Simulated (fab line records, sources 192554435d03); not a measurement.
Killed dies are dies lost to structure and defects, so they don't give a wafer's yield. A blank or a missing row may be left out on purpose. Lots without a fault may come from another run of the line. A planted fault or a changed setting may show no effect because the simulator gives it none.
fab line records | flow n5_finfet
record lots=10 wafers=28 last_day=16
route steps=1938 shown BEOL_M0@737 BEOL_M1@751 BEOL_M4@1111 PASSIVATION@1936
lots that met no fault: from a run of the same line without faults
start_h: hours from the record's first day to the start of the lot's first wafer shown | wait_h: hours since the lot's step before | " the same as in the row above | L1.1+2: a row that stands for several wafers | - no value, or no start given | * or withheld: withheld | < > ~ a bound
route shown NAME@n: a module of which the file shows steps, and the number in the route of the first | usual: mean/standard deviation of fault-free wafers | same: alike in all rows | chamber/n: place in a boat | sites: the reading at each site | _std_site: their standard deviation | _edge_site: outer sites' mean less inner sites' | radius_mm: how far each site lies from the wafer's centre | mask NAME#n: copy n | behind: the tool/chamber that last shaped the wafer | hold: why the lot was held/for how many hours/how that ended | device: the transistor (n, p or np) that didn't switch | end of line: the same wafers' tests at the end of the route | a step without rows: its recipe alone | killed: dies lost to structure and defects at the first sort, not the wafer's yield | map: a wafer's dies, x killed, . not, _ none there
set.NAME: the setting as run; set.NAME@STEP: as run at that earlier step | model.NAME: the simulator's own value behind a step, which no gauge read
steps of the route over a sample of lots; a table a step, a row a wafer
services: from which hour (start_h, from the record's first day; less than 0 if before it) a tool's chamber was out of use, for how many hours, and why
## steps
# step N5_BEOL_M0_ANNEAL_133
# recipe temp_c=400 time_s=60 ambient=vacuum
# usual heater_power_w=825/41 susceptor_temp_C=400.01/0.22 susceptor_temp_C_max=400.9/0.4
# columns lot.wafer tool chamber start_h wait_h heater_power_w susceptor_temp_C susceptor_temp_C_max
L340.1 pvd_sputter-01 - 136.08 0.0 791 400.29 401.4
L340.3 " - " " 867 400.14 401.0
L340.6 " - " " 817 400.10 400.9
L343.2 pvd_sputter-03 - 150.62 0.0 898 399.99 401.0
L343.4 " - " " 776 400.04 400.9
L343.6 " - " " 841 399.80 400.7
L345.2 pvd_sputter-01 - 176.23 0.0 820 400.38 401.5
L345.3 " - " " 858 400.27 401.0
L345.6 " - " " 855 400.38 401.0
L346.1 pvd_sputter-01 - 178.16 0.0 774 400.17 401.9
L346.4 " - " " 846 400.06 400.8
L346.5 " - " " 853 399.67 400.3
L347.1 pvd_sputter-02 - 179.66 0.0 844 400.10 401.2
L347.6 " - " " 812 400.00 400.8
L348.2 pvd_sputter-02 - 185.07 0.0 832 400.42 401.8
L348.3 " - " " 844 399.95 400.6
L348.6 " - " " 818 399.82 400.9
L353.3 pvd_sputter-03 - 217.49 0.0 779 400.03 400.8
L353.5 " - " " 827 400.03 400.8
L355.2 pvd_sputter-01 - 230.05 0.0 806 399.77 400.8
L355.4 " - " " 797 399.99 401.0
L355.5 " - " " 806 400.29 401.3
L356.3 pvd_sputter-01 - 232.41 0.0 820 399.74 401.1
L356.5 " - " " 806 400.27 401.5
L356.6 " - " " 798 400.17 401.2
L357.2 pvd_sputter-02 - 238.20 0.0 903 399.65 400.5
L357.4 " - " " 747 400.11 400.7
L357.6 " - " " 817 399.92 401.0
# step N5_BEOL_M0_SPUTTER_141
# recipe material=Cu target_thk_a=40 temp_c=-20 chamber_pressure_pa=0.07 power_w=withheld time_s=7.37
# usual susceptor_temp_C=-19.99/0.11 throttle_valve_pct=29.7/0.72
# columns lot.wafer tool chamber start_h wait_h susceptor_temp_C throttle_valve_pct
L340.1 pvd_sputter-01 - 136.24 0.0 -20.22 28.7
L340.3 " - " " -20.21 29.7
L340.6 " - " " -20.01 29.9
L343.2 pvd_sputter-03 - 150.78 0.0 -19.92 31.1
L343.4 " - " " -20.09 29.3
L343.6 " - " " -20.12 30.6
L345.2 pvd_sputter-01 - 176.39 0.0 -19.94 29.9
L345.3 " - " " -19.92 29.7
L345.6 " - " " -20.03 29.7
L346.1 pvd_sputter-01 - 178.32 0.0 -19.98 28.6
L346.4 " - " " -20.02 29.6
L346.5 " - " " -20.03 29.3
L347.1 pvd_sputter-02 - 179.82 0.0 -20.23 29.5
L347.6 " - " " -19.82 30.8
L348.2 pvd_sputter-02 - 185.23 0.0 -19.79 29.4
L348.3 " - " " -20.13 30.8
L348.6 " - " " -20.21 30.6
L353.3 pvd_sputter-03 - 217.65 0.0 -20.14 29.3
L353.5 " - " " -19.90 30.5
L355.2 pvd_sputter-01 - 230.21 0.0 -19.88 29.9
L355.4 " - " " -20.00 28.7
L355.5 " - " " -20.06 28.9
L356.3 pvd_sputter-01 - 232.57 0.0 -19.75 29.8
L356.5 " - " " -19.93 28.8
L356.6 " - " " -19.74 29.6
L357.2 pvd_sputter-02 - 238.36 0.0 -20.12 28.6
L357.4 " - " " -19.82 29.9
L357.6 " - " " -19.93 29.1
# step N5_BEOL_M0_CO_CAP_123
# recipe material=Co target_thk_a=20 temp_c=200 precursor=CCTBA/H2 pressure_torr=30 time_s=102.1
# usual heater_power_w=249/19 susceptor_temp_C=199.98/0.17
# columns lot.wafer tool chamber start_h wait_h heater_power_w susceptor_temp_C
L340.1 cvd_co-02 1 137.21 0.0 257 200.10
L340.3 " 0 " " 250 199.83
L340.6 " 0 " " 251 199.75
L343.2 cvd_co-01 0 151.69 0.0 226 199.77
L343.4 " 1 " " 277 200.02
L343.6 " 0 " " 228 199.79
L345.2 cvd_co-02 0 177.59 0.0 250 199.94
L345.3 " 2 " " 263 200.13
L345.6 " 1 " " 256 200.00
L346.1 cvd_co-01 0 179.19 0.0 217 199.98
L346.4 " 2 " " 215 200.18
L346.5 " 0 " " 225 200.00
L347.1 cvd_co-02 1 180.70 0.0 255 199.83
L347.6 " 1 " " 256 200.17
L348.2 cvd_co-01 1 186.19 0.0 276 200.01
L348.3 " 2 " " 212 199.98
L348.6 " 0 " " 232 200.11
L353.3 cvd_co-02 1 218.65 0.0 252 200.08
L353.5 " 0 " " 248 199.92
L355.2 cvd_co-02 0 231.11 0.0 249 199.95
L355.4 " 2 " " 259 200.36
L355.5 " 1 " " 257 199.93
L356.3 cvd_co-02 0 233.44 0.0 255 199.92
L356.5 " 2 " " 261 199.96
L356.6 " 0 " " 246 200.20
L357.2 cvd_co-01 2 240.66 0.0 213 199.80
L357.4 " 0 " " 226 199.79
L357.6 " 2 " " 223 200.20
# step N5_BEOL_M1_ILD_DEP_00
# recipe material=SiOC target_thk_a=790 temp_c=350 precursor=DEMS/O2 pressure_torr=5 rf_w=500 time_s=15.3
# usual heater_power_w=489/66 showerhead_plenum_p_Torr=5.702/0.017 susceptor_temp_C=349.97/0.22 throttle_valve_pct=12.2/0.63
# columns lot.wafer tool chamber start_h wait_h heater_power_w showerhead_plenum_p_Torr susceptor_temp_C throttle_valve_pct
L340.1 pecvd-04 1 137.46 0.0 461 5.701 349.85 12.2
L340.3 " 2 " " 489 5.701 350.08 11.3
L340.6 " 2 " " 484 5.695 349.74 11.2
L343.2 pecvd-01 0 151.93 0.0 598 5.703 350.07 13.1
L343.4 " 0 " " 567 5.728 350.38 12.6
L343.6 " 1 " " 500 5.717 350.33 11.9
L345.2 pecvd-01 1 177.84 0.0 511 5.695 349.96 12.0
L345.3 " 0 " " 587 5.727 350.06 13.2
L345.6 " 0 " " 588 5.728 349.88 13.0
L346.1 pecvd-01 1 179.43 0.0 466 5.700 350.19 12.0
L346.4 " 1 " " 476 5.708 350.11 12.1
L346.5 " 2 " " 459 5.705 350.11 12.5
L347.1 pecvd-01 2 180.95 0.0 460 5.702 350.06 12.4
L347.6 " 0 " " 548 5.721 349.73 12.9
L348.2 pecvd-02 0 186.45 0.0 511 5.680 349.96 12.1
L348.3 " 1 " " 567 5.684 349.99 12.7
L348.6 " 1 " " 587 5.678 350.01 12.5
L353.3 pecvd-04 1 218.90 0.0 402 5.688 350.15 12.5
L353.5 " 2 " " 448 5.700 349.69 11.4
L355.2 pecvd-02 2 231.35 0.0 412 5.668 350.07 11.3
L355.4 " 2 " " 419 5.687 349.88 10.9
L355.5 " 0 " " 480 5.697 349.87 11.9
L356.3 pecvd-04 2 233.68 0.0 456 5.712 349.74 10.9
L356.5 " 2 " " 466 5.709 349.75 11.0
L356.6 " 1 " " 364 5.686 349.82 12.6
L357.2 pecvd-01 1 240.91 0.0 449 5.710 350.00 12.2
L357.4 " 0 " " 558 5.717 349.60 13.1
L357.6 " 2 " " 430 5.714 349.99 12.6
# step N5_BEOL_M1_THK_MEAS_01
# recipe reads=SiOC_of_BEOL_M1_ILD_DEP_00
# usual M1_ILD_THK=78.8/1
# columns lot.wafer tool chamber start_h wait_h M1_ILD_THK[nm]
L340.1 film_metro-01 - 137.52 0.0 79.2
L340.3 " - " " 78.7
L340.6 " - " " 79.4
L343.2 film_metro-01 - 152.00 0.1 78.3
L343.4 " - " " 80.2
L343.6 " - " " 80.0
L345.2 film_metro-02 - 177.90 0.1 80.3
L345.3 " - " " 77.9
L345.6 " - " " 80.3
L346.1 film_metro-01 - 179.50 0.0 78.2
L346.4 " - " " 79.7
L346.5 " - " " 77.9
L347.1 film_metro-01 - 181.01 0.0 78.3
L347.6 " - " " 78.1
L348.2 film_metro-01 - 186.52 0.1 78.3
L348.3 " - " " 76.5
L348.6 " - " " 78.6
L353.3 film_metro-02 - 218.97 0.1 78.3
L353.5 " - " " 79.1
L355.2 film_metro-02 - 231.42 0.1 78.9
L355.4 " - " " 79.7
L355.5 " - " " 81.1
L356.3 film_metro-01 - 233.75 0.1 76.8
L356.5 " - " " 76.9
L356.6 " - " " 79.6
L357.2 film_metro-01 - 240.97 0.1 79.6
L357.4 " - " " 82.0
L357.6 " - " " 79.2
# step N5_BEOL_M4_RC_MEAS_101
# usual DIBL_N=35.9/2.5 DIBL_P=36.0/3 IOFF_N=0.16/0.047 IOFF_P=0.21/0.047 ION_N=671/14 ION_P=460/8.8 SS_N=71.5/0.73 SS_P=73.2/0.91 VT_N=250/4.3 VT_P=-251/3.6
# columns lot.wafer tool chamber start_h wait_h DIBL_N[mV/V] DIBL_P[mV/V] IOFF_N[nA/um] IOFF_P[nA/um] ION_N[uA/um] ION_P[uA/um] SS_N[mV/dec] SS_P[mV/dec] VT_N[mV] VT_P[mV]
L340.1 prober-01 0 183.32 0.3 36.9 36.9 0.17 0.21 670 456 71.9 72.8 250 -249
L340.3 " 0 " " 33.8 32.7 0.12 0.16 657 446 71.5 71.5 254 -253
L340.6 " 0 " " 35.2 33.2 0.14 0.17 665 455 71.5 73.1 251 -254
L343.2 prober-02 0 191.38 0.2 37.6 35.2 0.16 0.20 657 450 72.0 73.0 254 -249
L343.4 " 0 " " 40.0 40.5 0.24 0.31 689 466 72.2 74.5 243 -243
L343.6 " 0 " " 34.1 33.2 0.12 0.17 648 447 70.2 72.8 254 -254
L345.2 prober-01 0 217.12 0.2 37.0 35.8 0.16 0.21 681 465 71.8 74.2 251 -250
L345.3 " 0 " " 36.8 35.4 0.15 0.19 667 454 71.2 73.2 251 -254
L345.6 " 0 " " 38.2 36.5 0.17 0.21 674 457 72.0 73.9 247 -252
L346.1 prober-01 0 222.17 0.0 31.1 29.3 0.08 0.12 650 452 69.3 70.9 257 -257
L346.4 " 0 " " 34.7 32.3 0.11 0.15 642 444 71.4 72.0 256 -253
L346.5 " 0 " " 34.7 32.0 0.12 0.14 655 444 70.7 71.4 253 -253
L347.1 prober-02 0 225.20 0.0 36.7 38.3 0.19 0.26 684 480 71.8 73.1 246 -247
L347.6 " 0 " " 30.7 32.0 0.10 0.18 639 456 70.1 71.6 255 -248
L348.2 prober-01 0 225.38 0.2 33.4 35.1 0.13 0.19 667 470 71.4 72.7 248 -248
L348.3 " 0 " " 33.2 34.9 0.14 0.20 674 464 71.3 73.4 250 -248
L348.6 " 0 " " 34.1 36.0 0.15 0.22 675 470 71.1 73.8 250 -244
L353.3 prober-01 0 266.86 0.3 37.0 37.6 0.17 0.23 685 471 71.3 73.2 247 -253
L353.5 " 0 " " 38.6 37.4 0.19 0.22 686 466 72.4 73.3 246 -254
L355.2 prober-02 0 274.46 0.2 39.7 41.2 0.27 0.32 703 470 73.1 74.6 241 -245
L355.4 " 0 " " 38.5 39.9 0.25 0.29 690 471 72.2 75.1 244 -245
L355.5 " 0 " " 34.5 35.4 0.15 0.23 681 467 71.6 73.0 248 -249
L356.3 prober-01 0 280.46 0.3 36.5 36.7 0.16 0.22 681 465 70.9 73.4 250 -249
L356.5 " 0 " " 38.0 36.8 0.18 0.21 690 461 71.8 73.0 250 -252
L356.6 " 0 " " 37.2 38.1 0.17 0.25 676 468 72.1 73.2 250 -249
L357.2 prober-01 0 283.90 0.2 34.3 34.8 0.13 0.19 667 460 71.5 73.0 253 -252
L357.4 " 0 " " 35.8 37.5 0.15 0.22 654 457 71.7 73.7 251 -249
L357.6 " 0 " " 37.4 40.5 0.21 0.29 692 473 72.7 74.5 243 -244
# step N5_PASSIVATION_PROBE_49
# usual defect_limited_yield=91.4/1.4 killed_at_M0_to_M3=34/8.9 killed_at_M4_up=13/4.6 killed_at_contacts=12/5.5 killed_at_front_end=41/11 killed_at_other=3.1/2.9 killed_dies=102/16 killed_open=66/11 killed_short=34/7.6 sort_bin_5_function=5.1/0.89 sort_bin_6_memory=3.2/0.61 sort_bin_8_speed=0.02/0.12 sort_n_pass=1078/16 sort_yield_pct=91.3/1.4
# same gross_dies=1180 killed_at_back_side=0 sort_bin_4_leakage[%]=0
# columns lot.wafer tool chamber start_h wait_h defect_limited_yield[%] killed_at_M0_to_M3 killed_at_M4_up killed_at_contacts killed_at_front_end killed_at_other killed_dies killed_open killed_short sort_bin_5_function[%] sort_bin_6_memory[%] sort_bin_8_speed[%] sort_n_pass sort_yield_pct[%]
L340.1 prober-02 - 281.26 0.0 90.1 30 11 13 63 0 117 81 34 5.2 4.2 0 1063 90.1
L340.3 prober-02 - 281.36 0.1 91.4 20 9 11 59 2 101 64 37 4.8 3.3 0 1079 91.4
L340.6 prober-02 - 281.51 0.3 89.7 27 27 12 53 3 122 79 34 6.4 3.1 0 1058 89.7
L343.2 prober-01 - 297.28 0.1 89.5 35 12 13 61 3 124 78 40 6.3 3.4 0 1056 89.5
L343.4 prober-01 - 297.38 0.2 90.5 40 13 21 34 4 112 70 42 5.3 4.0 0 1068 90.5
L343.6 prober-01 - 297.48 0.3 92.9 20 19 2 41 2 84 62 18 4.2 2.3 0.08 1095 92.8
L345.2 prober-01 - 314.16 0.1 89.6 24 23 34 41 1 123 76 42 5.7 3.9 0 1057 89.6
L345.3 prober-01 - 314.21 0.1 90.7 27 9 26 45 3 110 76 30 5.8 3.2 0 1070 90.7
L345.6 prober-01 - 314.36 0.3 91.3 28 10 16 44 5 103 69 32 4.6 3.9 0 1077 91.3
L348.2 prober-01 - 326.41 0.1 93.6 23 8 9 32 3 75 46 29 3.6 2.4 0 1105 93.6
L348.3 prober-01 - 326.46 0.1 91.1 33 20 6 45 1 105 63 41 5.3 3.0 0 1075 91.1
L348.6 prober-01 - 326.61 0.3 91.3 34 12 9 44 4 103 71 31 5.3 2.9 0 1077 91.3
L347.1 prober-02 - 329.95 0.0 93.8 22 25 5 20 1 73 52 21 4.0 2.1 0 1107 93.8
L347.6 prober-02 - 330.20 0.3 90.7 39 15 12 38 6 110 71 39 5.5 3.6 1.36 1054 89.3
L346.1 prober-02 - 332.69 0.0 89.7 39 13 21 46 2 121 78 36 5.5 3.9 0 1059 89.7
L346.4 prober-02 - 332.84 0.2 89.5 37 16 15 53 3 124 94 27 6.1 4.2 0 1056 89.5
L346.5 prober-02 - 332.89 0.2 92.9 19 13 10 37 5 84 62 21 4.4 2.5 0 1096 92.9
L353.3 prober-02 - 362.56 0.1 93.5 32 14 7 21 3 77 46 29 4.4 1.9 0 1103 93.5
L353.5 prober-02 - 362.66 0.2 91.4 34 24 7 34 2 101 70 26 4.8 3.3 0 1079 91.4
L355.2 prober-02 - 374.35 0.1 91.4 32 9 10 47 3 101 75 26 5.3 3.0 0 1079 91.4
L355.4 prober-02 - 374.45 0.2 91.4 36 15 10 39 2 102 62 40 4.7 3.6 0 1078 91.4
L355.5 prober-02 - 374.50 0.2 93.0 32 12 6 31 2 83 62 21 4.2 2.8 0 1097 93.0
L357.2 prober-01 - 380.96 0.1 92.7 19 10 22 35 0 86 53 32 3.9 3.1 0.08 1094 92.7
L357.4 prober-01 - 381.06 0.2 91.4 41 15 15 27 3 101 68 32 5.8 2.5 0 1079 91.4
L357.6 prober-01 - 381.16 0.3 92.5 29 21 14 22 2 88 67 19 4.7 2.6 0 1092 92.5
L356.3 prober-02 - 384.82 0.1 91.4 40 9 14 38 1 102 70 32 5.5 3.0 0 1078 91.4
L356.5 prober-02 - 384.92 0.2 91.2 38 19 7 39 1 104 71 33 5.2 3.5 0 1076 91.2
L356.6 prober-02 - 384.97 0.3 89.2 52 17 15 39 5 128 84 44 5.8 4.5 0 1052 89.2
# killed by level:class
L340.1 STI_FIN_REVEAL:geometric_particle:open=17 MOL_CONTACT_COAG:geometric_particle:open=10 BEOL_M1:geometric_particle:open=9 FIN_SAQP:geometric_particle:open=7 DUMMY_GATE:geometric_particle:open=7 BEOL_M0_SAQP:geometric_particle:short=7 GATE_CUT:geometric_particle:open=6 BEOL_M4:geometric_particle:open=6
L340.3 FIN_SAQP:geometric_particle:open=18 FIN_SAQP:geometric_particle:short=12 MOL_CONTACT_COAG:geometric_particle:open=8 STI_FIN_REVEAL:geometric_particle:open=6 DUMMY_GATE:geometric_particle:open=6 STARTING-WAFER:geometric_particle:short=6 BEOL_M3:geometric_particle:open=5 BEOL_M1:geometric_particle:open=4
L340.6 MOL_CONTACT_COAG:geometric_particle:open=11 BEOL_M4:geometric_particle:open=11 FIN_SAQP:geometric_particle:short=8 BEOL_M1:geometric_particle:open=8 HKMG_FIN:area_etch=8 STI_FIN_REVEAL:geometric_particle:open=7 BEOL_M5:geometric_particle:open=7 DUMMY_GATE:geometric_particle:open=6
L343.2 STI_FIN_REVEAL:geometric_particle:open=14 MOL_CONTACT_COAG:geometric_particle:open=11 FIN_SAQP:geometric_particle:short=8 BEOL_M0_SAQP:geometric_particle:short=8 BEOL_M0_SAQP:geometric_particle:open=8 BEOL_M1:geometric_particle:open=8 FIN_SAQP:geometric_particle:open=7 BEOL_M2:geometric_particle:open=7
L343.4 BEOL_M0_SAQP:geometric_particle:short=12 MOL_CONTACT_COAG:geometric_particle:open=11 MOL_CONTACT_COAG:geometric_particle:short=10 BEOL_M0_SAQP:geometric_particle:open=9 BEOL_M4:geometric_particle:open=9 BEOL_M2:geometric_particle:open=8 FIN_SAQP:geometric_particle:open=6 STI_FIN_REVEAL:geometric_particle:open=6
L343.6 STI_FIN_REVEAL:geometric_particle:open=16 BEOL_M4:geometric_particle:open=13 BEOL_M0_SAQP:geometric_particle:open=6 BEOL_M2:geometric_particle:open=6 STI_FIN_REVEAL:geometric_particle:short=4 BEOL_M1:geometric_particle:open=4 HKMG_FIN:area_etch=4 GATE_CUT:geometric_particle:short=3
L345.2 MOL_CONTACT_COAG:geometric_particle:open=29 FIN_SAQP:geometric_particle:short=11 STI_FIN_REVEAL:geometric_particle:open=7 BEOL_M4:geometric_particle:open=7 BEOL_M0_SAQP:geometric_particle:open=6 GATE_CUT:geometric_particle:short=5 MOL_CONTACT_COAG:geometric_particle:short=5 BEOL_M1:geometric_particle:short=5
L345.3 MOL_CONTACT_COAG:geometric_particle:open=19 FIN_SAQP:geometric_particle:open=8 FIN_SAQP:geometric_particle:short=7 MOL_CONTACT_COAG:geometric_particle:short=7 STI_FIN_REVEAL:geometric_particle:open=6 BEOL_M3:geometric_particle:open=6 BEOL_M1:geometric_particle:open=6 BEOL_M0:geometric_particle:open=5
L345.6 MOL_CONTACT_COAG:geometric_particle:open=12 STI_FIN_REVEAL:geometric_particle:open=9 FIN_SAQP:geometric_particle:open=7 BEOL_M3:geometric_particle:open=6 GATE_CUT:geometric_particle:open=5 BEOL_M2:geometric_particle:short=5 STI_FIN_REVEAL:geometric_particle:short=4 MOL_CONTACT_COAG:geometric_particle:short=4
L348.2 STI_FIN_REVEAL:geometric_particle:open=8 FIN_SAQP:geometric_particle:short=6 BEOL_M0_SAQP:geometric_particle:short=6 BEOL_M2:geometric_particle:open=6 MOL_CONTACT_COAG:geometric_particle:open=5 FIN_SAQP:geometric_particle:open=4 MOL_CONTACT_COAG:geometric_particle:short=4 BEOL_M2:geometric_particle:short=3
L348.3 FIN_SAQP:geometric_particle:short=10 BEOL_M2:geometric_particle:open=10 BEOL_M0_SAQP:geometric_particle:short=9 BEOL_M0_SAQP:geometric_particle:open=8 STI_FIN_REVEAL:geometric_particle:open=7 GATE_CUT:geometric_particle:short=7 BEOL_M4:geometric_particle:open=6 FIN_SAQP:geometric_particle:open=4
L348.6 STI_FIN_REVEAL:geometric_particle:open=16 FIN_SAQP:geometric_particle:open=9 MOL_CONTACT_COAG:geometric_particle:open=8 BEOL_M0_SAQP:geometric_particle:short=8 BEOL_M4:geometric_particle:open=7 BEOL_M0_SAQP:geometric_particle:open=6 FIN_SAQP:geometric_particle:short=4 BEOL_M0:geometric_particle:open=4
L347.1 BEOL_M4:geometric_particle:open=8 BEOL_M0_SAQP:geometric_particle:short=7 BEOL_M8:geometric_particle:open=6 FIN_SAQP:geometric_particle:open=4 MOL_CONTACT_COAG:geometric_particle:open=4 BEOL_M0_SAQP:geometric_particle:open=4 BEOL_M1:geometric_particle:open=4 GATE_CUT:geometric_particle:open=3
L347.6 FIN_SAQP:geometric_particle:short=11 MOL_CONTACT_COAG:geometric_particle:open=10 BEOL_M1:geometric_particle:open=10 BEOL_M0_SAQP:geometric_particle:short=9 FIN_SAQP:geometric_particle:open=7 BEOL_M2:geometric_particle:open=7 BEOL_M4:geometric_particle:open=6 BEOL_M0_SAQP:geometric_particle:open=5
L346.1 MOL_CONTACT_COAG:geometric_particle:open=19 FIN_SAQP:geometric_particle:open=11 BEOL_M0_SAQP:geometric_particle:short=11 BEOL_M3:geometric_particle:open=10 BEOL_M4:geometric_particle:open=8 FIN_SAQP:geometric_particle:short=7 HKMG_FIN:area_etch=7 STI_FIN_REVEAL:geometric_particle:open=6
L346.4 STI_FIN_REVEAL:geometric_particle:open=19 BEOL_M3:geometric_particle:open=16 FIN_SAQP:geometric_particle:open=15 MOL_CONTACT_COAG:geometric_particle:open=12 FIN_SAQP:geometric_particle:short=6 BEOL_M0_SAQP:geometric_particle:open=6 BEOL_M2:geometric_particle:open=5 BEOL_M5:geometric_particle:open=4
L346.5 FIN_SAQP:geometric_particle:short=10 MOL_CONTACT_COAG:geometric_particle:open=10 FIN_SAQP:geometric_particle:open=8 BEOL_M3:geometric_particle:open=7 STI_FIN_REVEAL:geometric_particle:open=5 DUMMY_GATE:geometric_particle:open=5 BEOL_M0_SAQP:geometric_particle:open=4 BEOL_M4:geometric_particle:open=4
L353.3 BEOL_M0_SAQP:geometric_particle:open=9 MOL_CONTACT_COAG:geometric_particle:open=7 BEOL_M0_SAQP:geometric_particle:short=7 BEOL_M4:geometric_particle:open=7 FIN_SAQP:geometric_particle:open=4 BEOL_M3:geometric_particle:open=4 FIN_SAQP:geometric_particle:short=3 BEOL_M1:geometric_particle:open=3
L353.5 BEOL_M4:geometric_particle:open=15 BEOL_M1:geometric_particle:open=11 STI_FIN_REVEAL:geometric_particle:open=7 FIN_SAQP:geometric_particle:open=6 MOL_CONTACT_COAG:geometric_particle:open=6 BEOL_M0_SAQP:geometric_particle:short=6 BEOL_M3:geometric_particle:open=5 GATE_CUT:geometric_particle:short=5
L355.2 FIN_SAQP:geometric_particle:open=15 BEOL_M1:geometric_particle:open=13 MOL_CONTACT_COAG:geometric_particle:open=10 FIN_SAQP:geometric_particle:short=5 STI_FIN_REVEAL:geometric_particle:open=5 BEOL_M0_SAQP:geometric_particle:open=5 STI_FIN_REVEAL:geometric_particle:short=4 GATE_CUT:geometric_particle:open=4
L355.4 BEOL_M3:geometric_particle:open=9 FIN_SAQP:geometric_particle:short=8 BEOL_M1:geometric_particle:open=8 MOL_CONTACT_COAG:geometric_particle:open=7 GATE_CUT:geometric_particle:open=6 BEOL_M0_SAQP:geometric_particle:short=6 FIN_SAQP:geometric_particle:open=5 GATE_CUT:geometric_particle:short=5
L355.5 FIN_SAQP:geometric_particle:short=11 BEOL_M1:geometric_particle:open=10 BEOL_M3:geometric_particle:open=9 FIN_SAQP:geometric_particle:open=8 MOL_CONTACT_COAG:geometric_particle:open=6 DUMMY_GATE:geometric_particle:open=5 BEOL_M2:geometric_particle:open=4 BEOL_M5:geometric_particle:open=4
L357.2 MOL_CONTACT_COAG:geometric_particle:open=17 DUMMY_GATE:geometric_particle:open=6 GATE_CUT:geometric_particle:short=6 BEOL_M0_SAQP:geometric_particle:short=6 BEOL_M4:geometric_particle:open=6 STARTING-WAFER:geometric_particle:short=6 MOL_CONTACT_COAG:geometric_particle:short=5 STARTING-WAFER:geometric_particle:open=4
L357.4 MOL_CONTACT_COAG:geometric_particle:open=14 BEOL_M0_SAQP:geometric_particle:open=13 BEOL_M3:geometric_particle:open=12 DUMMY_GATE:geometric_particle:open=7 FIN_SAQP:geometric_particle:short=6 BEOL_M0_SAQP:geometric_particle:short=5 STARTING-WAFER:geometric_particle:short=5 BEOL_M4:geometric_particle:open=4
L357.6 MOL_CONTACT_COAG:geometric_particle:open=12 BEOL_M4:geometric_particle:open=12 BEOL_M3:geometric_particle:open=10 BEOL_M0_SAQP:geometric_particle:open=9 BEOL_M2:geometric_particle:open=6 DUMMY_GATE:geometric_particle:open=4 STARTING-WAFER:geometric_particle:short=4 GATE_CUT:geometric_particle:open=3
L356.3 FIN_SAQP:geometric_particle:open=11 BEOL_M3:geometric_particle:open=10 MOL_CONTACT_COAG:geometric_particle:open=10 BEOL_M1:geometric_particle:open=10 BEOL_M0_SAQP:geometric_particle:short=8 DUMMY_GATE:geometric_particle:open=7 BEOL_M4:geometric_particle:open=5 DUMMY_GATE:geometric_particle:short=4
L356.5 BEOL_M0_SAQP:geometric_particle:open=9 FIN_SAQP:geometric_particle:open=8 BEOL_M0_SAQP:geometric_particle:short=8 MOL_CONTACT_COAG:geometric_particle:open=7 BEOL_M5:geometric_particle:open=7 STI_FIN_REVEAL:geometric_particle:open=6 DUMMY_GATE:geometric_particle:open=6 BEOL_M2:geometric_particle:open=5
L356.6 FIN_SAQP:geometric_particle:open=12 BEOL_M0_SAQP:geometric_particle:open=12 MOL_CONTACT_COAG:geometric_particle:open=11 BEOL_M0_SAQP:geometric_particle:short=11 BEOL_M3:geometric_particle:open=10 FIN_SAQP:geometric_particle:short=5 STARTING-WAFER:geometric_particle:open=5 BEOL_M2:geometric_particle:short=5
## services
# columns tool chamber start_h hours kind
cvd_co-01 1 114.67 - clean
cvd_co-01 1 114.67 22.0 scheduled_down
cvd_co-01 1 114.67 22.0 vent_cycle
cvd_co-01 - 129.85 14.6 pm
pvd_sputter-01 - 131.36 1.3 repair
pecvd-02 - 144.46 0.7 repair
pecvd-04 - 148.13 1.1 repair
cvd_co-02 - 149.86 1.0 repair
pecvd-04 2 154.06 2.1 scheduled_down
pecvd-04 - 175.90 0.9 repair
pecvd-01 - 186.49 2.8 pm
pecvd-01 0 199.65 2.1 scheduled_down
pecvd-01 0 225.32 5.5 scheduled_down
cvd_co-01 - 237.63 2.8 pm
## key
first_sign step=N5_BEOL_M1_THK_MEAS_01 reading=M1_ILD_THK direction=up sigmas=3.2 usual=78.8 struck=82.0
effect none on later readings
met_at N5_BEOL_M1_ILD_DEP_00
struck_lots L357
struck_wafers L357.4
not_acting_at N5_BEOL_M0_ANNEAL_133,N5_BEOL_M0_SPUTTER_141,N5_BEOL_M0_CO_CAP_123
onset_between 180.95 240.91
fault kind=process_parameter_drift tool=pecvd-01 chamber=- onset_h=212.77 steps=N5_BEOL_M1_ILD_DEP_00 channel=time_s offset=* shape=step end_h=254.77 scope=struck_wafers_only acts_in=* stated=*
